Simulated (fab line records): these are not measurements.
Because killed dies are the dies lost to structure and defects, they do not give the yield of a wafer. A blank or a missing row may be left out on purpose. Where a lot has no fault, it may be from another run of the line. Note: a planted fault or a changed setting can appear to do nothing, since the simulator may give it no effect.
fab line records    flow nand_harc
record lots=13  wafers=37  last_day=24
route steps=1159 shown A_STAIRCASE@595 A_SGD_CUT@747 END@1159
lots untouched by any fault: they come from a run of this same line in which no faults occurred
start_h: start of the lot's first displayed wafer, in hours after the record's first day    wait_h: hours from the lot's prior step to this one    " the same as in the row above    L1.1+2: a row that stands for several wafers    - no value present, or no start provided    * or withheld: withheld    < > ~ a bound
route shown NAME@n: names a module that has steps shown in the file, with the first one's number in the route    usual: mean/standard deviation of fault-free wafers    same: alike in all rows    chamber/n: place in a boat    sites: readings site by site    _std_site: standard deviation of those values    _edge_site: the outer-site mean with the inner-site mean subtracted    radius_mm: how far each site lies from the wafer's centre    mask NAME#n: copy n    behind: the tool/chamber that last shaped the wafer    hold: reason for holding the lot/hours on hold/outcome of the hold    device: transistor that didn't switch, given as n, p or np    end of line: tests run on the same wafers once the route is complete    step lacking rows: just its recipe    killed: dies lost to structure and defects at the first sort, not the wafer's yield    map: a wafer's dies, marking killed ones x, the rest . and places with no die _
set.NAME: the setting as run; set.NAME@STEP: as run at that earlier step    model.NAME: the simulator's own value behind a step, which no gauge read
a sample of lots followed through the steps of the route, with each step as a table and each wafer as a row
services: from which hour (start_h, from the record's first day; less than 0 if before it) a tool's chamber was out of use, for how many hours, and why
## steps
# step NHARC_A_STAIRCASE_ETCH_201
# recipe target_depth_a=1000  time_s=40.5  ion_energy_ev=400  c4f8_flow_sccm=20  o2_flow_sccm=10  ar_flow_sccm=withheld  rf_w=600  bias_w=1000  chemistry=C4F8/O2
# usual oes_product_au=0.944/0.012  rf_vpp_V=895/6.6
lot.wafer  tool         chamber  start_h  wait_h  oes_product_au  rf_hours_counter_h  rf_vpp_V
L731.3     rie_diel-03  2        254.65   -       0.936           10                  902
L731.2     "            1        "        "       0.967           11                  899
L731.5     "            2        "        "       0.944           -                   899
L732.2     rie_diel-13  1        255.39   -       0.933           45                  898
L732.3     "            3        "        "       0.927           53                  887
L732.6     "            1        "        "       0.924           -                   899
L733.2     rie_diel-13  2        259.03   -       0.943           52                  888
L733.3     "            1        "        "       0.950           48                  899
L733.5     "            3        "        "       0.951           -                   887
L736.2     rie_diel-03  1        264.73   -       0.957           17                  900
L736.6     "            3        "        "       0.943           -                   905
L736.5     "            0        "        "       0.936           -                   894
L741.2     rie_diel-03  2        305.67   -       0.942           31                  900
L741.3     "            3        "        "       0.952           30                  905
L741.4     "            0        "        "       0.935           31                  895
L742.4     rie_diel-06  0        315.31   -       0.932           27                  889
L742.3     "            1        "        "       0.961           25                  893
L742.1     "            2        "        "       0.951           24                  906
L743.3     rie_diel-03  0        315.46   -       0.935           36                  893
L745.1     rie_diel-06  1        335.42   -       0.951           32                  893
L745.2     "            2        "        "       0.951           33                  905
L745.6     "            3        "        "       0.954           -                   889
L746.2     rie_diel-06  3        336.41   -       0.954           32                  889
L746.6     "            2        "        "       0.958           -                   905
L746.5     "            3        "        "       0.941           -                   887
L748.3     rie_diel-13  0        347.82   -       0.941           20                  899
L748.2     "            2        "        "       0.933           17                  888
L748.6     "            0        "        "       0.950           -                   899
L749.3     rie_diel-13  3        354.95   -       0.948           24                  904
L749.2     "            0        "        "       0.943           22                  900
L749.5     "            2        "        "       0.948           -                   886
L752.3     rie_diel-06  3        369.74   -       0.950           45                  890
L752.6     "            1        "        "       0.977           -                   893
L752.5     "            2        "        "       0.951           -                   906
L753.2     rie_diel-06  2        384.44   -       0.960           53                  905
L753.5     "            0        "        "       0.946           -                   888
L753.6     "            1        "        "       0.958           -                   893
# step NHARC_A_STAIRCASE_DEP_151
# recipe target_thk_a=38000  temp_c=400  target_thk_nm=3800  teos_flow_sccm=200  rf_w=500  material=SiO2
# usual heater_power_w=672/140
lot.wafer  tool      chamber  start_h  wait_h  heater_power_w
L733.3     pecvd-02  2        288.55   0.4     453
L733.2     "         0        "        "       718
L733.5     "         0        "        "       671
L731.3     pecvd-04  0        288.55   0.4     752
L731.2     "         1        "        "       810
L731.5     "         0        "        "       636
L732.3     pecvd-03  0        288.68   0.5     704
L732.2     "         1        "        "       628
L732.6     "         0        "        "       593
L736.2     pecvd-03  1        305.19   0.5     670
L736.5     "         2        "        "       843
L736.6     "         0        "        "       513
L741.3     pecvd-04  1        339.69   0.5     685
L741.2     "         0        "        "       794
L741.4     "         2        "        "       659
L742.3     pecvd-02  0        350.69   0.5     850
L742.1     "         1        "        "       653
L742.4     "         0        "        "       682
L743.3     pecvd-04  1        350.79   0.6     791
L745.2     pecvd-03  2        370.13   0.5     1033
L745.1     "         0        "        "       645
L745.6     "         1        "        "       548
L746.2     pecvd-04  0        370.14   0.5     706
L746.6     "         0        "        "       642
L746.5     "         1        "        "       672
L748.2     pecvd-03  1        381.88   0.4     693
L748.3     "         2        "        "       881
L748.6     "         1        "        "       578
L749.2     pecvd-03  1        387.08   0.5     612
L749.3     "         0        "        "       582
L749.5     "         0        "        "       521
L752.3     pecvd-03  1        405.46   0.6     699
L752.6     "         2        "        "       837
L752.5     "         0        "        "       536
L753.2     pecvd-03  0        419.88   0.6     643
L753.5     "         1        "        "       557
L753.6     "         2        "        "       863
# step NHARC_A_STAIRCASE_CMP_450
# recipe target_thk_nm=200  material=SiO2
# usual edge_zone_pressure_frac=1.000/0.0054  motor_current_A=12.4/1.4  pad_life_wafers=288/160
lot.wafer  tool    chamber  start_h  wait_h  edge_zone_pressure_frac  motor_current_A  pad_life_wafers
L731.3     cmp-03  0        314.96   -       1.003                    15.5             300
L731.2     "       3        "        "       1.007                    12.3             303
L731.5     "       1        "        "       1.002                    12.0             -
L733.3     cmp-02  3        315.10   -       1.000                    10.7             420
L733.2     "       2        "        "       0.996                    13.2             423
L733.5     "       0        "        "       1.004                    10.3             -
L732.2     cmp-01  0        315.38   -       0.993                    10.8             174
L732.3     "       1        "        "       0.993                    12.4             175
L732.6     "       1        "        "       0.994                    12.3             -
L736.2     cmp-03  0        334.45   -       0.993                    14.3             423
L736.5     "       1        "        "       1.001                    12.1             -
L736.6     "       2        "        "       0.997                    14.7             -
L741.3     cmp-03  3        366.15   -       1.002                    12.4             24
L741.4     "       0        "        "       1.001                    14.6             25
L741.2     "       1        "        "       0.999                    11.5             26
L743.3     cmp-02  0        377.94   -       1.000                    9.2              283
L742.1     cmp-02  3        378.35   -       0.996                    10.1             294
L742.3     "       0        "        "       1.010                    10.3             295
L742.4     "       1        "        "       0.996                    11.7             296
L746.2     cmp-02  3        400.92   -       1.009                    10.9             428
L746.5     "       1        "        "       1.006                    11.6             -
L746.6     "       2        "        "       1.008                    13.8             -
L745.1     cmp-01  1        401.50   -       0.993                    11.4             126
L745.2     "       0        "        "       0.996                    10.2             129
L745.6     "       2        "        "       0.999                    11.8             -
L748.3     cmp-01  2        413.24   -       1.007                    11.8             206
L748.2     "       3        "        "       1.001                    14.0             207
L748.6     "       0        "        "       1.008                    10.6             -
L749.3     cmp-01  2        414.22   -       1.002                    12.1             217
L749.2     "       0        "        "       1.010                    11.0             219
L749.5     "       1        "        "       1.007                    11.8             -
L752.3     cmp-02  2        433.57   -       0.997                    13.7             32
L752.6     "       0        "        "       0.995                    10.2             -
L752.5     "       1        "        "       0.998                    11.8             -
L753.2     cmp-03  0        448.72   -       0.998                    15.0             554
L753.5     "       2        "        "       0.994                    13.8             -
L753.6     "       3        "        "       0.997                    12.6             -
# step NHARC_A_STAIRCASE_CMP_472
# recipe material=SiO2
# usual edge_zone_pressure_frac=1.000/0.0052  motor_current_A=12.4/1.5  pad_life_wafers=293/160
lot.wafer  tool    chamber  start_h  wait_h  edge_zone_pressure_frac  motor_current_A  pad_life_wafers
L731.3     cmp-03  0        316.50   0.2     1.006                    15.1             324
L731.2     "       1        "        "       1.004                    12.0             325
L731.5     "       0        "        "       1.007                    14.5             -
L733.3     cmp-02  0        316.66   0.2     1.000                    9.6              444
L733.2     "       3        "        "       0.998                    10.5             447
L733.5     "       0        "        "       1.005                    10.5             -
L732.2     cmp-01  1        316.86   0.2     1.005                    11.3             198
L732.3     "       2        "        "       1.004                    12.1             199
L732.6     "       1        "        "       1.006                    12.0             -
L736.2     cmp-03  1        336.08   0.3     0.998                    11.7             452
L736.6     "       3        "        "       0.998                    11.7             -
L736.5     "       0        "        "       1.001                    14.9             -
L741.2     cmp-02  3        367.76   0.2     0.990                    11.3             222
L741.4     "       0        "        "       0.996                    10.0             223
L741.3     "       2        "        "       0.998                    14.2             225
L743.3     cmp-02  0        379.57   0.3     0.997                    9.8              321
L742.3     cmp-01  0        379.80   0.2     0.997                    11.0             0
L742.1     "       1        "        "       0.994                    11.9             1
L742.4     "       3        "        "       1.004                    13.7             3
L746.2     cmp-03  0        402.40   0.3     1.000                    14.4             272
L746.6     "       2        "        "       0.994                    13.7             -
L746.5     "       3        "        "       0.998                    12.6             -
L745.1     cmp-01  0        402.98   0.3     0.992                    11.0             145
L745.2     "       2        "        "       0.993                    11.9             147
L745.6     "       0        "        "       0.991                    11.1             -
L748.3     cmp-02  2        414.72   0.2     0.994                    13.7             534
L748.2     "       0        "        "       0.998                    9.9              536
L748.6     "       2        "        "       1.008                    13.5             -
L749.3     cmp-01  0        415.67   0.2     1.001                    10.9             228
L749.2     "       1        "        "       1.004                    12.3             229
L749.5     "       0        "        "       1.004                    10.7             -
L752.3     cmp-01  1        435.11   0.3     1.008                    12.5             332
L752.6     "       3        "        "       1.010                    14.8             -
L752.5     "       0        "        "       0.999                    10.9             -
L753.2     cmp-02  2        450.30   0.3     1.009                    13.4             128
L753.5     "       0        "        "       1.003                    10.1             -
L753.6     "       1        "        "       1.000                    11.6             -
# step NHARC_A_SGD_CUT_DEP_00
# recipe target_thk_a=500  temp_c=400  target_thk_nm=50  flow_sccm=200  rf_w=450  material=SiNx
# usual heater_power_w=766/92
lot.wafer  tool      chamber  start_h  wait_h  hold                      heater_power_w
L731.3     pecvd-04  1        316.92   0.1     -                         800
L731.2     "         2        "        "       -                         774
L731.5     "         2        "        "       -                         778
L733.3     pecvd-01  1        317.10   0.1     -                         913
L733.2     "         2        "        "       -                         737
L733.5     "         1        "        "       -                         911
L732.3     pecvd-02  0        317.29   0.1     -                         703
L732.2     "         1        "        "       -                         711
L732.6     "         0        "        "       -                         689
L736.2     pecvd-04  0        336.85   0.5     -                         679
L736.6     "         0        "        "       -                         687
L736.5     "         1        "        "       -                         762
L741.3     pecvd-01  0        370.94   2.7     await_dispo/2.6h/release  658
L741.2     "         2        "        "       await_dispo/2.6h/release  801
L741.4     "         1        "        "       await_dispo/2.6h/release  884
L742.1     pecvd-01  2        380.26   0.1     -                         756
L742.3     "         1        "        "       -                         900
L742.4     "         0        "        "       -                         765
L743.3     pecvd-01  1        387.17   7.2     await_dispo/6.9h/release  912
L746.2     pecvd-01  1        402.77   0.1     -                         859
L746.5     "         1        "        "       -                         862
L746.6     "         2        "        "       -                         723
L745.1     pecvd-04  1        403.36   0.1     -                         802
L745.2     "         2        "        "       -                         837
L745.6     "         1        "        "       -                         804
L748.3     pecvd-01  1        415.16   0.1     -                         904
L748.2     "         2        "        "       -                         821
L748.6     "         0        "        "       -                         756
L749.3     pecvd-02  0        416.08   0.1     -                         779
L749.2     "         2        "        "       -                         545
L749.5     "         2        "        "       -                         561
L752.3     pecvd-01  0        435.48   0.1     -                         734
L752.5     "         0        "        "       -                         728
L752.6     "         2        "        "       -                         840
L753.2     pecvd-01  1        450.74   0.1     -                         818
L753.6     "         2        "        "       -                         830
L753.5     "         1        "        "       -                         838
# step NHARC_END_SORT_01
# recipe temp_c=25
# usual killed_at_array=21/8.9  killed_at_other=0.8/1.3  killed_at_periphery=3.6/2.4  killed_dies=26/8.9  killed_open=3.1/1.8  killed_short=1.9/1.3
# same gross_dies=677
lot.wafer  tool       chamber  start_h  wait_h  killed_at_array  killed_at_other  killed_at_periphery  killed_dies  killed_open  killed_short
L741.2     prober-02  0        494.60   2.8     14               0                5                    19           3            4
L741.3     prober-02  0        495.38   3.1     12               0                7                    19           4            3
L741.4     prober-02  0        496.17   3.4     48               0                1                    49           2            0
L743.3     prober-01  0        525.14   3.1     76               0                7                    83           5            1
# killed by level:class
L741.2 A_CONTACT:chamber_film_flake=4 A_CHANNEL_HOLE_D1:chamber_film_flake=3 P_M1:chamber_film_flake=2 P_STI:geometric_particle:open=1 P_GATE:geometric_particle:short=1 A_CHANNEL_FILL_D1:geometric_particle:short=1 A_SGD_CUT:geometric_particle:open=1 A_WL_FILL:geometric_particle:short=1
L741.3 P_M1:chamber_film_flake=5 A_CHANNEL_HOLE_D1:chamber_film_flake=4 P_GATE:geometric_particle:open=1 P_M0:geometric_particle:open=1 A_ONON_D1:geometric_particle:short=1 A_CHANNEL_FILL_D1:geometric_particle:short=1 A_SGD_CUT:geometric_particle:open=1 A_WL_FILL:geometric_particle:short=1
L741.4 A_STAIRCASE:unspecified=40 A_CONTACT:chamber_film_flake=4 A_CHANNEL_HOLE_D1:geometric_particle:open=1 A_M0:geometric_particle:open=1 P_M1:chamber_film_flake=1 A_CHANNEL_HOLE_D1:chamber_film_flake=1 A_WL_FILL:chamber_film_flake=1
L743.3 A_STAIRCASE:unspecified=37 A_CHANNEL_HOLE_D1:chamber_film_flake=17 A_SLIT:chamber_film_flake=14 P_ZERO_WELL:chamber_film_flake=4 A_STAIRCASE:chamber_film_flake=2 P_GATE:geometric_particle:open=1 P_M1:geometric_particle:open=1 A_CHANNEL_FILL_D1:geometric_particle:open=1
## services
tool      chamber  start_h  hours  kind
cmp-02    -        236.21   0.5    repair
pecvd-01  -        237.10   13.0   pm
cmp-03    -        254.00   4.0    pm
pecvd-03  0        259.99   4.8    repair
cmp-01    -        261.61   3.4    repair
pecvd-04  2        261.64   7.5    repair
pecvd-01  -        269.52   1.0    repair
cmp-02    -        276.26   1.1    repair
cmp-01    -        277.50   4.0    pm
pecvd-03  -        292.19   13.0   pm
cmp-02    -        324.50   4.0    pm
pecvd-04  -        329.46   3.8    repair
pecvd-03  0        334.99   6.3    repair
cmp-03    -        352.00   4.0    pm
cmp-02    -        368.01   1.7    repair
cmp-01    -        375.50   4.0    pm
pecvd-04  -        377.73   13.0   pm
pecvd-01  1        395.88   4.1    repair
pecvd-01  -        418.13   13.0   pm
cmp-02    -        419.80   3.5    repair
cmp-01    -        424.06   0.9    repair
cmp-03    -        430.90   0.9    repair
cmp-02    -        440.91   2.0    repair
cmp-03    -        450.03   4.0    pm
## key
first_sign step=NHARC_END_SORT_01  reading=killed_at_array  direction=up  sigmas=4.6  usual=21  struck=62
effect step=NHARC_END_SORT_01  reading=killed_dies  direction=up  sigmas=4.5  usual=26  struck=66
more_kills_born_at NHARC_A_STAIRCASE_ETCH_201@rie_diel-03=77
met_at NHARC_A_STAIRCASE_ETCH_201
struck_lots L741,L743
struck_wafers L741.4,L743.3
tester_left_out L741,L743
not_acting_at NHARC_A_STAIRCASE_DEP_151,NHARC_A_STAIRCASE_CMP_450,NHARC_A_STAIRCASE_CMP_472
onset_between 264.73 305.67
fault kind=chamber_particle_source  tool=rie_diel-03  chamber=0  onset_h=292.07  steps=NHARC_A_STAIRCASE_ETCH_201  rate_per_visit_cm2=1.1523  end_h=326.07
# tester_left_out: of these lots the tester's yield and bins aren't shown, on N5 and GAA mostly nor the transistor test; their killed dies are dies lost to structure and defects alone, not to doping, threshold or leakage, so they don't give the yield
